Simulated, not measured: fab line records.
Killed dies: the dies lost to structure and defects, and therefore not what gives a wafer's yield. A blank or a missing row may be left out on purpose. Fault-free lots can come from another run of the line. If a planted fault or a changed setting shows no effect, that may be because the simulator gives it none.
fab line records + flow n5Finfet
record:
- lots: 7
- wafers: 39
route steps=1938 shown ZERO_LAYER@4 SD_EPI_P@321 SD_ACTIVATION@330 GATE_CUT@510 BEOL_M0_CUTY@713 BEOL_M0@715
startH: hours from the record's opening day to when the first of the lot's shown wafers began + waitH: how many hours have passed since the lot's step before this one + " unchanged from the row above + L1.1+2: a row that stands for several wafers + - either no value or no given start + * or withheld: withheld + < > ~ a bound
route shown NAME@n: names a module that has steps shown in the file, with the first one's number in the route + usual: mean/standard deviation of fault-free wafers + same: alike in all rows + chamber/n: place in a boat + sites: readings site by site + _std_site: how widely they spread, as a standard deviation + _edge_site: mean of outer sites minus mean of inner sites + radiusMm: for every site, how far away it sits from the centre of the wafer + mask NAME#n: copy n + behind: the tool/chamber that last shaped the wafer + hold: what put the lot on hold/how long, in hours/how the hold closed + device: the transistor (n, p or np) that didn't switch + end of line: tests run on the same wafers once the route is complete + for a step that has no rows: nothing shown but its recipe + killed: dies that structure and defects cost at the first sort, which is not the same as the wafer's yield + map: a wafer's dies, marking killed ones x, the rest . and places with no die _
set.NAME: the run value of the setting; set.NAME@STEP: its run value at that earlier step + model.NAME: the simulator's own value behind a step, which no gauge read
one table per step and one row per wafer, for lots whose settings were changed on purpose
== steps ==
step: N5_ZERO_LAYER_PECVD_02
recipe:
- material: SiO2
- targetThkA: 100
- tempC: 400
- precursor: SiH4/N2O
- pressureTorr: 0.75
- rfW: 275
- timeS: 6
| lot.wafer | tool     | chamber | startH | waitH | set.timeS | model.SiO2_of_ZERO_LAYER_PECVD_02.thkNm |
|-----------|----------|---------|--------|-------|-----------|-----------------------------------------|
| L080.1    | pecvd-04 | 1       | 48.28  | 0.0   | 7.468     | 12.6                                    |
| L080.2    | "        | 0       | "      | "     | 6         | 10.05                                   |
| L080.3    | "        | 2       | "      | "     | 6         | 10.35                                   |
| L080.4    | "        | 2       | "      | "     | 7.468     | 12.86                                   |
| L080.5    | "        | 0       | "      | "     | 7.468     | 12.69                                   |
| L080.6    | "        | 1       | "      | "     | 6         | 10.52                                   |
| L081.1    | pecvd-04 | 0       | 54.29  | 0.0   | 6         | 9.896                                   |
| L081.2    | "        | 2       | "      | "     | 6         | 10                                      |
| L081.3    | "        | 1       | "      | "     | 2.998     | 5.126                                   |
| L081.4    | "        | 0       | "      | "     | 2.998     | 4.893                                   |
| L081.5    | "        | 1       | "      | "     | 2.998     | 5.007                                   |
| L081.6    | "        | 2       | "      | "     | 6         | 10.25                                   |
| L082.1    | pecvd-03 | 1       | 60.35  | 0.0   | 6         | 9.696                                   |
| L082.2    | "        | 2       | "      | "     | 4.92      | 8.065                                   |
| L082.3    | "        | 0       | "      | "     | 6         | 9.742                                   |
| L082.4    | "        | 2       | "      | "     | 6         | 9.969                                   |
| L082.5    | "        | 0       | "      | "     | 4.92      | 8.129                                   |
| L082.6    | "        | 1       | "      | "     | 4.92      | 8.142                                   |
| L083.1    | pecvd-04 | 0       | 66.29  | 0.0   | 3.926     | 6.767                                   |
| L083.2    | "        | 2       | "      | "     | 3.926     | 6.935                                   |
| L083.3    | "        | 2       | "      | "     | 6         | 10.39                                   |
| L083.4    | "        | 0       | "      | "     | 3.926     | 6.772                                   |
| L083.5    | "        | 2       | "      | "     | 6         | 10.56                                   |
| L083.6    | "        | 0       | "      | "     | 6         | 10.4                                    |
| L085.1    | pecvd-04 | 2       | 78.29  | 0.0   | 6         | 10.29                                   |
| L085.5    | "        | 0       | "      | "     | 6         | 10.22                                   |
| L085.6    | "        | 1       | "      | "     | 6         | 10.26                                   |
| L086.1    | pecvd-03 | 2       | 84.28  | 0.0   | 6         | 9.886                                   |
| L086.2    | "        | 1       | "      | "     | 6         | 9.914                                   |
| L086.3    | "        | 0       | "      | "     | 3.659     | 5.884                                   |
| L086.4    | "        | 2       | "      | "     | 3.659     | 6.145                                   |
| L086.5    | "        | 1       | "      | "     | 6         | 10.01                                   |
| L086.6    | "        | 0       | "      | "     | 3.659     | 6.051                                   |
| L089.1    | pecvd-04 | 0       | 102.28 | 0.0   | 6         | 9.907                                   |
| L089.2    | "        | 1       | "      | "     | 9.358     | 15.1                                    |
| L089.3    | "        | 2       | "      | "     | 6         | 10.17                                   |
| L089.4    | "        | 0       | "      | "     | 6         | 10.14                                   |
| L089.5    | "        | 1       | "      | "     | 9.358     | 15.47                                   |
| L089.6    | "        | 2       | "      | "     | 9.358     | 16.02                                   |
step: N5_SD_EPI_P_EPI_21
recipe:
- material: SiGe:B
- dopant: B
- tempC: 550
- pressureTorr: 20
- ambient: H2
- timeS: 355
| lot.wafer | tool        | chamber | startH | waitH | set.timeS | model.SiGe-B_of_SD_EPI_P_EPI_21.thkNm |
|-----------|-------------|---------|--------|-------|-----------|---------------------------------------|
| L080.1+3  | epiRpcvd-02 | 0       | 90.36  | 0.2   | 355       | 60.8                                  |
| L080.2    | "           | 0       | "      | "     | 355       | 61                                    |
| L080.4    | "           | 0       | "      | "     | 355       | 60.4                                  |
| L080.5+6  | "           | 0       | "      | "     | 355       | 61.4                                  |
| L081.1    | epiRpcvd-02 | 0       | 103.42 | 0.2   | 355       | 60.6                                  |
| L081.2    | "           | 0       | "      | "     | 355       | 61.8                                  |
| L081.3+6  | "           | 0       | "      | "     | 290.6     | 54                                    |
| L081.4    | "           | 0       | "      | "     | 290.6     | 54.2                                  |
| L081.5    | "           | 0       | "      | "     | 355       | 61.6                                  |
| L082.1    | epiRpcvd-01 | 0       | 107.89 | 0.1   | 355       | 60.2                                  |
| L082.2    | "           | 0       | "      | "     | 355       | 60.8                                  |
| L082.3+4  | "           | 0       | "      | "     | 355       | 60.4                                  |
| L082.5+6  | "           | 0       | "      | "     | 355       | 61.2                                  |
| L083.1    | epiRpcvd-04 | 0       | 117.46 | 0.2   | 355       | 60.2                                  |
| L083.2    | "           | 0       | "      | "     | 417.7     | 68.4                                  |
| L083.3    | "           | 0       | "      | "     | 417.7     | 67.8                                  |
| L083.4    | "           | 0       | "      | "     | 355       | 61                                    |
| L083.5    | "           | 0       | "      | "     | 417.7     | 68.2                                  |
| L083.6    | "           | 0       | "      | "     | 355       | 59.6                                  |
| L085.1    | epiRpcvd-02 | 0       | 141.49 | 0.1   | 355       | 61.2                                  |
| L085.5    | "           | 0       | 142.93 | 1.5   | 355       | 60.4                                  |
| L085.6    | "           | 0       | "      | "     | 355       | 61.4                                  |
| L086.1    | epiRpcvd-04 | 0       | 144.85 | 0.1   | 535.3     | 80.6                                  |
| L086.2    | "           | 0       | "      | "     | 355       | 60.2                                  |
| L086.3    | "           | 0       | "      | "     | 355       | 60.6                                  |
| L086.4    | "           | 0       | "      | "     | 535.3     | 80.2                                  |
| L086.5    | "           | 0       | "      | "     | 535.3     | 80.8                                  |
| L086.6    | "           | 0       | "      | "     | 355       | 61                                    |
| L089.1+2  | epiRpcvd-04 | 0       | 155.89 | 0.3   | 355       | 61.2                                  |
| L089.3    | "           | 0       | "      | "     | 355       | 60.6                                  |
| L089.4    | "           | 0       | "      | "     | 355       | 61                                    |
| L089.5    | "           | 0       | "      | "     | 355       | 60.8                                  |
| L089.6    | "           | 0       | "      | "     | 355       | 60.2                                  |
step: N5_SD_EPI_P_EPI_MEAS_23
recipe:
- mode: xrd
usual:
- thkNm: 60.9/1.2
| lot.wafer | tool         | chamber | startH | waitH | set.timeS@SD_EPI_P_EPI_21 | thkNm |
|-----------|--------------|---------|--------|-------|---------------------------|-------|
| L080.1    | filmMetro-01 | -       | 93.28  | 2.4   | 355                       | 61.6  |
| L080.2    | "            | -       | "      | "     | 355                       | 61.3  |
| L080.3    | "            | -       | "      | "     | 355                       | 60.5  |
| L080.4    | "            | -       | "      | "     | 355                       | 58.9  |
| L080.5    | "            | -       | "      | "     | 355                       | 59.9  |
| L080.6    | "            | -       | "      | "     | 355                       | 62.1  |
| L081.1    | filmMetro-01 | -       | 106.35 | 2.5   | 355                       | 61.2  |
| L081.2    | "            | -       | "      | "     | 355                       | 62.0  |
| L081.3    | "            | -       | "      | "     | 290.6                     | 54.5  |
| L081.4    | "            | -       | "      | "     | 290.6                     | 54.5  |
| L081.5    | "            | -       | "      | "     | 355                       | 62.2  |
| L081.6    | "            | -       | "      | "     | 290.6                     | 54.8  |
| L082.1    | filmMetro-01 | -       | 110.08 | 1.8   | 355                       | 60.4  |
| L082.2    | "            | -       | "      | "     | 355                       | 61.1  |
| L082.3    | "            | -       | "      | "     | 355                       | 58.6  |
| L082.4    | "            | -       | "      | "     | 355                       | 61.9  |
| L082.5    | "            | -       | "      | "     | 355                       | 61.5  |
| L082.6    | "            | -       | "      | "     | 355                       | 60.7  |
| L083.1    | filmMetro-01 | -       | 120.38 | 2.4   | 355                       | 58.1  |
| L083.2    | "            | -       | "      | "     | 417.7                     | 68.0  |
| L083.3    | "            | -       | "      | "     | 417.7                     | 68.5  |
| L083.4    | "            | -       | "      | "     | 355                       | 61.9  |
| L083.5    | "            | -       | "      | "     | 417.7                     | 67.8  |
| L083.6    | "            | -       | "      | "     | 355                       | 59.0  |
| L085.1    | filmMetro-02 | -       | 143.69 | 1.8   | 355                       | 60.2  |
| L085.5    | "            | -       | "      | "     | 355                       | 59.7  |
| L085.6    | "            | -       | "      | "     | 355                       | 61.5  |
| L086.1    | filmMetro-02 | -       | 147.05 | 1.8   | 535.3                     | 81.9  |
| L086.2    | "            | -       | "      | "     | 355                       | 61.1  |
| L086.3    | "            | -       | "      | "     | 355                       | 61.4  |
| L086.4    | "            | -       | "      | "     | 535.3                     | 80.8  |
| L086.5    | "            | -       | "      | "     | 535.3                     | 79.3  |
| L086.6    | "            | -       | "      | "     | 355                       | 61.2  |
| L089.1    | filmMetro-02 | -       | 158.80 | 2.4   | 355                       | 59.7  |
| L089.2    | "            | -       | "      | "     | 355                       | 61.4  |
| L089.3    | "            | -       | "      | "     | 355                       | 60.6  |
| L089.4    | "            | -       | "      | "     | 355                       | 61.7  |
| L089.5    | "            | -       | "      | "     | 355                       | 61.9  |
| L089.6    | "            | -       | "      | "     | 355                       | 59.9  |
step: N5_SD_EPI_P_HM_STRIP_48
recipe:
- chemistry: H3PO4
- tempC: 160
- material: SiNx
- target: SiNx
- targetDepthA: 30
- overetchFraction: 0.3
step: N5_SD_EPI_P_SRD_49
recipe:
- dry: ipaMarangoni
- timeS: 30
- tempC: 23
- rinseLiquid: diw
step: N5_SD_ACTIVATION_RTA_00
recipe:
- tempC: 975
- timeS: 0
- ambient: N2
- idleTempC: 600
- rampUpCPerS: 150
- rampDownCPerS: 60
- coolToC: 600
step: N5_SD_ACTIVATION_LSA_01
recipe:
- tempC: 1080
- timeS: 0.0008
- ambient: N2
step: N5_SD_ACTIVATION_RS_MEAS_03
recipe:
- thkMeasGauge: four-point-probe
usual:
- RS_SD_N: 21.9/0.36
- RS_SD_P: 56.1/0.93
| lot.wafer | tool         | chamber | startH | waitH | set.timeS@SD_EPI_P_EPI_21 | RS_SD_N[ohm/sq] | RS_SD_P[ohm/sq] |
|-----------|--------------|---------|--------|-------|---------------------------|-----------------|-----------------|
| L080.1    | filmMetro-01 | -       | 93.98  | 0.2   | 355                       | 21.7            | 56.6            |
| L080.2    | "            | -       | "      | "     | 355                       | 21.7            | 56.7            |
| L080.3    | "            | -       | "      | "     | 355                       | 21.7            | 56.3            |
| L080.4    | "            | -       | "      | "     | 355                       | 21.7            | 57.2            |
| L080.5    | "            | -       | "      | "     | 355                       | 21.7            | 56.3            |
| L080.6    | "            | -       | "      | "     | 355                       | 21.5            | 55.6            |
| L081.1    | filmMetro-02 | -       | 107.19 | 0.2   | 355                       | 21.4            | 57.1            |
| L081.2    | "            | -       | "      | "     | 355                       | 21.4            | 56.2            |
| L081.3    | "            | -       | "      | "     | 290.6                     | 21.9            | 64.4            |
| L081.4    | "            | -       | "      | "     | 290.6                     | 21.6            | 64.0            |
| L081.5    | "            | -       | "      | "     | 355                       | 21.3            | 56.1            |
| L081.6    | "            | -       | "      | "     | 290.6                     | 21.6            | 64.0            |
| L082.1    | filmMetro-01 | -       | 110.69 | 0.2   | 355                       | 21.7            | 55.7            |
| L082.2    | "            | -       | "      | "     | 355                       | 21.6            | 55.7            |
| L082.3    | "            | -       | "      | "     | 355                       | 21.8            | 55.9            |
| L082.4    | "            | -       | "      | "     | 355                       | 21.6            | 55.6            |
| L082.5    | "            | -       | "      | "     | 355                       | 21.3            | 55.5            |
| L082.6    | "            | -       | "      | "     | 355                       | 21.8            | 55.2            |
| L083.1    | filmMetro-02 | -       | 120.98 | 0.2   | 355                       | 22.3            | 55.8            |
| L083.2    | "            | -       | "      | "     | 417.7                     | 22.1            | 49.8            |
| L083.3    | "            | -       | "      | "     | 417.7                     | 22.0            | 50.2            |
| L083.4    | "            | -       | "      | "     | 355                       | 22.1            | 55.6            |
| L083.5    | "            | -       | "      | "     | 417.7                     | 22.2            | 49.9            |
| L083.6    | "            | -       | "      | "     | 355                       | 21.9            | 56.4            |
| L085.1    | filmMetro-01 | -       | 144.42 | 0.2   | 355                       | 21.2            | 56.2            |
| L085.5    | "            | -       | "      | "     | 355                       | 21.4            | 56.8            |
| L085.6    | "            | -       | "      | "     | 355                       | 21.4            | 55.1            |
| L086.1    | filmMetro-02 | -       | 147.65 | 0.2   | 535.3                     | 22.1            | 41.9            |
| L086.2    | "            | -       | "      | "     | 355                       | 21.5            | 56.8            |
| L086.3    | "            | -       | "      | "     | 355                       | 21.8            | 55.8            |
| L086.4    | "            | -       | "      | "     | 535.3                     | 21.9            | 42.1            |
| L086.5    | "            | -       | "      | "     | 535.3                     | 22.1            | 41.7            |
| L086.6    | "            | -       | "      | "     | 355                       | 21.8            | 56.0            |
| L089.1    | filmMetro-02 | -       | 159.43 | 0.2   | 355                       | 21.6            | 55.9            |
| L089.2    | "            | -       | "      | "     | 355                       | 21.5            | 55.9            |
| L089.3    | "            | -       | "      | "     | 355                       | 21.7            | 56.8            |
| L089.4    | "            | -       | "      | "     | 355                       | 21.7            | 56.4            |
| L089.5    | "            | -       | "      | "     | 355                       | 21.9            | 56.4            |
| L089.6    | "            | -       | "      | "     | 355                       | 22.1            | 57.2            |
step: N5_GATE_CUT_ALD_22
recipe:
- material: SiNx
- targetThkA: 160
- tempC: 400
- aldPrecursorFamily: SiH2I2
- aldCoReactant: N2/H2-plasma
- pulseTimeS: 1
- aldCycles: 320
- purgeTimeS: 2
- coReactantPurgeTimeS: 2
- pressureTorr: 2
| lot.wafer        | tool      | chamber     | startH | waitH | set.aldCycles | model.SiNx_of_GATE_CUT_ALD_22.thkNm |
|------------------|-----------|-------------|--------|-------|---------------|-------------------------------------|
| L080.1+2+3+4+5+6 | aldSin-04 | 1,2,3,0,2,3 | 122.51 | 0.0   | 320           | 16                                  |
| L081.1+2+4       | aldSin-04 | 3,2,1       | 134.09 | 0.0   | 137           | 7                                   |
| L081.3+5         | "         | 0           | "      | "     | 320           | 16.2                                |
| L081.6           | "         | 3           | "      | "     | 320           | 16                                  |
| L082.1+2+3       | aldSin-04 | 2,1,0       | 138.17 | 0.0   | 320           | 16                                  |
| L082.4+5+6       | "         | 3,3,0       | "      | "     | 459           | 23                                  |
| L083.1+2+6       | aldSin-02 | 0,3,0       | 146.90 | 0.0   | 160           | 8                                   |
| L083.3+4+5       | "         | 2,1,3       | "      | "     | 320           | 16                                  |
| L085.1+5         | aldSin-03 | 1,3         | 171.81 | 1.6   | 320           | 16                                  |
| L085.6           | "         | 0           | "      | "     | 320           | 16.2                                |
| L086.1+3         | aldSin-03 | 3,0         | 173.59 | 0.0   | 320           | 16                                  |
| L086.2+4+6       | "         | 1,2,2       | "      | "     | 463           | 23.2                                |
| L086.5           | "         | 1           | "      | "     | 320           | 16.2                                |
| L089.1           | aldSin-02 | 1           | 187.17 | 0.9   | 320           | 16                                  |
| L089.2+4         | "         | 2,3         | "      | "     | 320           | 15.8                                |
| L089.3+5+6       | "         | 0,1,0       | "      | "     | 459           | 22.8                                |
step: N5_BEOL_M0_CUTY_ETCH_63
recipe:
- chemistry: N2/H2
- target: SOC
- targetDepthA: 827
- overetchA: 165
- maskMaterial: SiARC
- tempC: 40
- ionEnergyEv: 200
- timeS: 124
- pressureMtorr: 30
- sourceW: 840
- biasW: 150
- n2FlowSccm: 200
- h2FlowSccm: 200
| lot.wafer  | tool       | chamber | startH | waitH | set.timeS | model.SiO2_of_BEOL_M0_SAQP_SPACER2_ALD_26.thkNm |
|------------|------------|---------|--------|-------|-----------|-------------------------------------------------|
| L080.1+4   | rieDiel-03 | 0,1     | 151.66 | 0.0   | 157.3     | 6.2                                             |
| L080.2     | "          | 2       | "      | "     | 124       | 7                                               |
| L080.3     | "          | 3       | "      | "     | 157.3     | 5.6                                             |
| L080.5     | "          | 0       | "      | "     | 124       | 7.2                                             |
| L080.6     | "          | 3       | "      | "     | 124       | 6.8                                             |
| L081.1+6   | rieDiel-03 | 0       | 159.43 | 0.0   | 124       | 7.2                                             |
| L081.2+4+5 | "          | 1,2,3   | "      | "     | 124       | 7                                               |
| L081.3     | "          | 3       | "      | "     | 124       | 6.8                                             |
| L082.1+3+6 | rieDiel-03 | 2,1,2   | 163.98 | 0.0   | 176       | 5.8                                             |
| L082.2+5   | "          | 3       | "      | "     | 124       | 7                                               |
| L082.4     | "          | 0       | "      | "     | 124       | 7.4                                             |
| L083.1+6   | rieDiel-05 | 3       | 174.01 | 0.0   | 124       | 7                                               |
| L083.2+5   | "          | 2       | "      | "     | 154.3     | 6.4                                             |
| L083.3     | "          | 0       | "      | "     | 124       | 7.2                                             |
| L083.4     | "          | 1       | "      | "     | 154.3     | 6                                               |
| L085.1     | rieDiel-05 | 1       | 208.76 | 0.0   | 124       | 7                                               |
| L085.5+6   | "          | 0,1     | "      | "     | 124       | 7.2                                             |
| L086.1+4   | rieDiel-04 | 3,1     | 209.81 | 0.0   | 158.3     | 6.2                                             |
| L086.2+5   | "          | 1,0     | "      | "     | 124       | 7                                               |
| L086.3     | "          | 0       | "      | "     | 158.3     | 6                                               |
| L086.6     | "          | 3       | "      | "     | 124       | 7.2                                             |
| L089.1+2   | rieDiel-05 | 2,0     | 222.09 | 0.0   | 91.31     | 8                                               |
| L089.3+4   | "          | 1       | "      | "     | 124       | 7                                               |
| L089.5     | "          | 2       | "      | "     | 124       | 7.2                                             |
| L089.6     | "          | 0       | "      | "     | 91.31     | 8.2                                             |
step: N5_BEOL_M0_CUTY_STRIP_64
recipe:
- chemistry: N2/H2
- tempC: 40
- n2FlowSccm: 200
- h2FlowSccm: 200
- rfFrequencyHz: 6e+07
step: N5_BEOL_M0_ETCH_138
recipe:
- chemistry: CH3F/O2
- targetDepthA: 120
- target: SiCN
- timeS: 31.6
- ionEnergyEv: 120
- pressureMtorr: 30
- sourceW: 395
- biasW: 75
- Ar_flow_sccm: 150
- CH3F_flow_sccm: 30
- O2_flow_sccm: 20
- ends: cleared
| lot.wafer  | tool       | chamber | startH | waitH | set.timeS@BEOL_M0_CUTY_ETCH_63 | model.SiO2_of_BEOL_M0_SAQP_SPACER2_ALD_26.thkNm |
|------------|------------|---------|--------|-------|--------------------------------|-------------------------------------------------|
| L080.1     | rieDiel-03 | 0       | 151.78 | 0.0   | 157.3                          | 4.4                                             |
| L080.2     | "          | 2       | "      | "     | 124                            | 5                                               |
| L080.3     | "          | 3       | "      | "     | 157.3                          | 3.8                                             |
| L080.4     | "          | 1       | "      | "     | 157.3                          | 4.2                                             |
| L080.5     | "          | 0       | "      | "     | 124                            | 5.2                                             |
| L080.6     | "          | 3       | "      | "     | 124                            | 4.8                                             |
| L081.1+6   | rieDiel-03 | 0       | 159.55 | 0.0   | 124                            | 5.2                                             |
| L081.2+3+5 | "          | 1,3,3   | "      | "     | 124                            | 5                                               |
| L081.4     | "          | 2       | "      | "     | 124                            | 4.8                                             |
| L082.1+3   | rieDiel-03 | 2,1     | 164.10 | 0.0   | 176                            | 3.8                                             |
| L082.2+5   | "          | 3       | "      | "     | 124                            | 5                                               |
| L082.4     | "          | 0       | "      | "     | 124                            | 5.6                                             |
| L082.6     | "          | 2       | "      | "     | 176                            | 3.6                                             |
| L083.1+3   | rieDiel-05 | 3,0     | 174.14 | 0.0   | 124                            | 5.2                                             |
| L083.2+5   | "          | 2       | "      | "     | 154.3                          | 4.4                                             |
| L083.4     | "          | 1       | "      | "     | 154.3                          | 4                                               |
| L083.6     | "          | 3       | "      | "     | 124                            | 5                                               |
| L085.1+5+6 | rieDiel-05 | 1,0,1   | 208.88 | 0.0   | 124                            | 5.2                                             |
| L086.1     | rieDiel-04 | 3       | 209.93 | 0.0   | 158.3                          | 4.2                                             |
| L086.2+5   | "          | 1,0     | "      | "     | 124                            | 5                                               |
| L086.3+4   | "          | 0,1     | "      | "     | 158.3                          | 4                                               |
| L086.6     | "          | 3       | "      | "     | 124                            | 5.2                                             |
| L089.1     | rieDiel-05 | 2       | 222.21 | 0.0   | 91.31                          | 6                                               |
| L089.2+6   | "          | 0       | "      | "     | 91.31                          | 6.2                                             |
| L089.3+4   | "          | 1       | "      | "     | 124                            | 5                                               |
| L089.5     | "          | 2       | "      | "     | 124                            | 5.2                                             |
step: N5_BEOL_M0_HM_OPEN_105
recipe:
- chemistry: Cl2/BCl3
- targetDepthA: 120
- target: TiN
- ionEnergyEv: 150
- pressureMtorr: 10
- icpW: 1000
- biasW: 126
- Cl2_flow_sccm: 53.25
- bcl3FlowSccm: 21.75
- Ar_flow_sccm: 25
| lot.wafer  | tool        | chamber | startH | waitH | set.timeS@BEOL_M0_CUTY_ETCH_63 | model.SiO2_of_BEOL_M0_SAQP_SPACER2_ALD_26.thkNm |
|------------|-------------|---------|--------|-------|--------------------------------|-------------------------------------------------|
| L080.1     | rieMetal-01 | 0       | 151.88 | 0.1   | 157.3                          | 2.2                                             |
| L080.2     | "           | 1       | "      | "     | 124                            | 2.6                                             |
| L080.3     | "           | 0       | "      | "     | 157.3                          | 1.8                                             |
| L080.4     | "           | 1       | "      | "     | 157.3                          | 2                                               |
| L080.5     | "           | 0       | "      | "     | 124                            | 3                                               |
| L080.6     | "           | 1       | "      | "     | 124                            | 2.2                                             |
| L081.1+6   | rieMetal-01 | 0,1     | 164.46 | 4.9   | 124                            | 2.8                                             |
| L081.2+4+5 | "           | 1,0,0   | "      | "     | 124                            | 2.6                                             |
| L081.3     | "           | 1       | "      | "     | 124                            | 2.4                                             |
| L082.1+3+6 | rieMetal-03 | 0       | 165.54 | 1.4   | 176                            | 1.8                                             |
| L082.2+5   | "           | 1       | "      | "     | 124                            | 2.6                                             |
| L082.4     | "           | 1       | "      | "     | 124                            | 3                                               |
| L083.1     | rieMetal-01 | 0       | 176.25 | 2.1   | 124                            | 2.8                                             |
| L083.2+5   | "           | 1,0     | "      | "     | 154.3                          | 2                                               |
| L083.3+6   | "           | 1       | "      | "     | 124                            | 2.6                                             |
| L083.4     | "           | 0       | "      | "     | 154.3                          | 1.8                                             |
| L085.1     | rieMetal-02 | 1       | 209.08 | 0.2   | 124                            | 2.8                                             |
| L085.5+6   | "           | 0,1     | "      | "     | 124                            | 3                                               |
| L086.1     | rieMetal-02 | 1       | 210.72 | 0.8   | 158.3                          | 2                                               |
| L086.2     | "           | 0       | "      | "     | 124                            | 2.6                                             |
| L086.3+4   | "           | 0,1     | "      | "     | 158.3                          | 1.8                                             |
| L086.5+6   | "           | 1,0     | "      | "     | 124                            | 2.8                                             |
| L089.1     | rieMetal-01 | 1       | 224.45 | 2.2   | 91.31                          | 3.6                                             |
| L089.2     | "           | 0       | "      | "     | 91.31                          | 4                                               |
| L089.3+5   | "           | 1       | "      | "     | 124                            | 2.6                                             |
| L089.4     | "           | 0       | "      | "     | 124                            | 2.8                                             |
| L089.6     | "           | 0       | "      | "     | 91.31                          | 3.8                                             |
== key ==
split:
- step: N5_ZERO_LAYER_PECVD_02
- setting: timeS
- stated: 6
- by: wafer
response:
- step: N5_ZERO_LAYER_PECVD_02
- reading: model.SiO2_of_ZERO_LAYER_PECVD_02.thkNm
- change: +0.0997
- per: 1%
- r: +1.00
split:
- step: N5_SD_EPI_P_EPI_21
- setting: timeS
- stated: 355
- by: wafer
response:
- step: N5_SD_EPI_P_EPI_21
- reading: model.SiGe-B_of_SD_EPI_P_EPI_21.thkNm
- change: +0.398
- per: 1%
- r: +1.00
response:
- step: N5_SD_EPI_P_EPI_MEAS_23
- reading: thkNm
- change: *
- per: 1%
- r: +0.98
response:
- step: N5_SD_ACTIVATION_RS_MEAS_03
- reading: RS_SD_P
- change: -0.301
- per: 1%
- r: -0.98
split:
- step: N5_GATE_CUT_ALD_22
- setting: aldCycles
- stated: 320
- by: wafer
response:
- step: N5_GATE_CUT_ALD_22
- reading: model.SiNx_of_GATE_CUT_ALD_22.thkNm
- change: +0.16
- per: 1%
- r: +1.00
split:
- step: N5_BEOL_M0_CUTY_ETCH_63
- setting: timeS
- stated: 124
- by: wafer
response:
- step: N5_BEOL_M0_CUTY_ETCH_63
- reading: model.SiO2_of_BEOL_M0_SAQP_SPACER2_ALD_26.thkNm
- change: -0.0341
- per: 1%
- r: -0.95
response:
- step: N5_BEOL_M0_ETCH_138
- reading: model.SiO2_of_BEOL_M0_SAQP_SPACER2_ALD_26.thkNm
- change: -0.0356
- per: 1%
- r: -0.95
response:
- step: N5_BEOL_M0_HM_OPEN_105
- reading: model.SiO2_of_BEOL_M0_SAQP_SPACER2_ALD_26.thkNm
- change: -0.028
- per: 1%
- r: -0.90
